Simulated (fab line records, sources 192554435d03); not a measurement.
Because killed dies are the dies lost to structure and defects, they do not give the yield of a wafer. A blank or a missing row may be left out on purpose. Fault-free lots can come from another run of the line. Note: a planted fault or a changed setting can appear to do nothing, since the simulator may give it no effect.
Comparing a struck lot with a sound one + flow n5-finfet + 15 out of 1938 route steps
Sound: these wafers, L340.1, L340.2, L340.3. Struck: wafers L351.3, L351.5. (L351.4 of the same lot was not struck and is left out.) The cause comes at the end.
For every step that has rows: the tool of each side, followed by ch and its chambers, followed by its first start. Under that, the readings that differ: sound wafers + struck wafers + difference of the means + sigmas: that difference in standard deviations of wafers without a fault.
alike: readings with means less than 2 such deviations apart, plus words and numbers identical on both sides. not compared: withheld readings, readings lacking a value on some wafer, bounds such as >300 that could conceal the same value, and numbers that have no deviation in the record and whose values overlap.
A row with sigmas, a row that says differs or no value, or rows on one side alone: a step with any of these is where the two part. Numbers that don't overlap but have no deviation are shown without sigmas and don't part them. A reading missing from all wafers of one side parts the sides only when that side holds two or more wafers.

first, 7 steps without rows for these wafers: N5_BEOL_M8_COAT_60 (time 60 s, resist thk 35 nm); N5_BEOL_M8_COAT_05 (resist thk 90 nm); N5_BEOL_M8_EBR_07; N5_BEOL_M8_SOFTBAKE_06 (time 60 s); N5_BEOL_M8_EXPOSE_08 (exposes mask M8); N5_BEOL_M8_PEB_09 (peb time 60 s); N5_BEOL_M8_DEVELOP_10 (develop time 30 s).
N5_BEOL_M8_CD_MEAS_11: target cd 38.5 nm.
  sound on cd-sem-03 ch 0, day 10 03:16; struck on cd-sem-02 ch 0, day 12 12:33
  alike: cd-nm
N5_BEOL_M8_OVL_MEAS_12:
  sound on overlay-01 ch 0, day 10 03:17; struck on overlay-02 ch 0, day 12 12:35
  alike: M8_OVL
N5_BEOL_M8_INSPECT_13: inspects for defects (brightfield).
  struck on defect-inspect-01, day 12 12:37; sound on defect-inspect-01, day 10 03:19
  alike: raw-defect-count
N5_BEOL_M8_DESCUM_16: chemistry O2, time 7.9 s.
  sound on rie-diel-02 ch 0,2,3, day 10 03:57; struck on rie-diel-02 ch 2, day 12 12:49
| reading                         | sound          | struck    | difference | sigmas |
|---------------------------------|----------------|-----------|------------|--------|
| oes-product-au (a.u.)           | 0.68 0.72 0.66 | 1.00 1.01 | +0.32      | +4     |
| showerhead-plenum-p-Torr (Torr) | 1.97 2.07 2.15 | 2.23 2.23 | +0.17      | +2     |
  alike: drypump-motor-current-A, o2-flow-sccm, rf-vpp-V, throttle-valve-pct
  not compared: rf-hours-counter-h
N5_BEOL_M8_ETCH_61: etches SiARC in CF4, target depth 45.5 nm, time 75.8 s.
  sound on rie-diel-02 ch 0,2,3, day 10 03:59; struck on rie-diel-02 ch 2, day 12 12:52
| reading                         | sound             | struck      | difference | sigmas |
|---------------------------------|-------------------|-------------|------------|--------|
| oes-product-au (a.u.)           | 0.58 0.63 0.58    | 0.85 0.85   | +0.25      | +3     |
| rf-vpp-V (V)                    | 182.0 182.6 183.8 | 184.3 187.2 | +2.9       | +2     |
| showerhead-plenum-p-Torr (Torr) | 2.03 2.14 2.21    | 2.28 2.28   | +0.15      | +2     |
  alike: bias-w, drypump-motor-current-A, etch-rf-on-time-s, throttle-valve-pct
  not compared: rf-hours-counter-h
N5_BEOL_M8_ETCH_62: etches SOC in N2/H2, target depth 110 nm, overetch 22 nm, time 165 s.
  sound on rie-diel-02 ch 0,2,3, day 10 04:02; struck on rie-diel-02 ch 2, day 12 12:55
| reading                                    | sound             | struck      | difference | sigmas |
|--------------------------------------------|-------------------|-------------|------------|--------|
| bias-w (W)                                 | 149.7 149.2 149.9 | 142.9 142.6 | -6.8       | -16    |
| oes-product-au (a.u.)                      | 0.58 0.61 0.58    | 0.84 0.84   | +0.25      | +4     |
| rf-vpp-V (V)                               | 520.5 524.0 526.5 | 512.0 511.9 | -11.7      | -4     |
| showerhead-plenum-p-Torr (Torr)            | 2.40 2.51 2.62    | 2.72 2.72   | +0.21      | +2     |
| model.SiARC_of_BEOL_M8_COAT_60.thk-nm (nm) | 28.8 28.2 28.4    | 29 29       | +1         |        |
  alike: drypump-motor-current-A, throttle-valve-pct
  not compared: rf-hours-counter-h
then, 1 step without rows for these wafers: N5_BEOL_M8_STRIP_68 (strips in N2/H2).
-- here the record skips 3 days between the struck wafers' starts before and after, leaving off in module BEOL_M8 and picking up in module PASSIVATION (first step shown: number 1936 of the route) --
N5_PASSIVATION_PROBE_49:
  struck on prober-02, day 15 15:23; sound on prober-01, day 12 23:56
  alike: defect-limited-yield, killed_at_M0_to_M3, killed_at_M4_up, killed-at-contacts, killed-at-front-end, killed-at-other, killed-dies, killed-open, killed-short, sort_bin_4_leakage, sort_bin_5_function, sort_bin_6_memory, sort-n-pass, sort-yield-pct

## WHERE THEY PART
Last at N5_BEOL_M8_ETCH_62 as far as this record goes, first at N5_BEOL_M8_DESCUM_16. Later steps at which nothing parts them and some readings are alike: N5_PASSIVATION_PROBE_49.

WHY: the cause the simulator had injected
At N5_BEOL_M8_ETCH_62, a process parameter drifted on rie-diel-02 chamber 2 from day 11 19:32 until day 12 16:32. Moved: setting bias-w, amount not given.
